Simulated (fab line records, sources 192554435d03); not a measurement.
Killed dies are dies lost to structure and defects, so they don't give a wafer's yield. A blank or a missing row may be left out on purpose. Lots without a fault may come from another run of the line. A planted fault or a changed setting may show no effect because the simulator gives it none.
Chamber matching | flow n5_finfet | N5_MOL_CONTACT_COAG_CMP_52 on cmp-01: 4 sister chambers
The step polishes, stops on SiO2, t overpolish 1.5 s, target thk 66.5 nm. 4 wafers are shown with their chamber, then 8 later ones without.

WAFERS WITH THEIR CHAMBER
wafer  | chamber | motor_current_A (A)
L083.4 | 0       | 11.1
L088.1 | 2       | 11.1
L088.5 | 1       | 11.2
L091.2 | 3       | 11.9

WAFERS WITHOUT THEIR CHAMBER
wafer  | motor_current_A (A)
L091.3 | 11.2
L091.4 | 11.1
L092.1 | 11.3
L092.2 | 10.5
L092.5 | 12.5
L094.2 | 11.1
L094.5 | 11.6
L094.6 | 11.2

WHICH CHAMBER EACH WENT THROUGH
wafer  | from the rows above               | in truth
L091.3 | can't be placed: 1 or 0 or 2      | 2
L091.4 | can't be placed: 0 or 2 or 1      | 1
L092.1 | can't be placed: 1 or 0 or 2 or 3 | 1
L092.2 | can't be placed: 0 or 2 or 1      | 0
L092.5 | 3                                 | 3
L094.2 | can't be placed: 0 or 2 or 1      | 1
L094.5 | can't be placed: 3 or 1 or 0 or 2 | 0
L094.6 | can't be placed: 1 or 0 or 2      | 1
Placed correctly: 1 of 8. Can't be placed from these rows: 7 (the true chamber is among the candidates in 7). Placed wrongly: 0.
How it was worked out, from the rows above alone: a wafer's distance from a chamber is the root of the sum, over the readings, of the square of ((its reading less the chamber's mean) divided by the reading's scatter). The wafer belongs to the nearest chamber; if the next one is less than 2 further off, it can't be placed. A chamber's mean is the mean of its shown wafers. The scatter: with one shown wafer a chamber, the root of the mean of the squares of how far each hidden wafer lies from its nearest shown one.
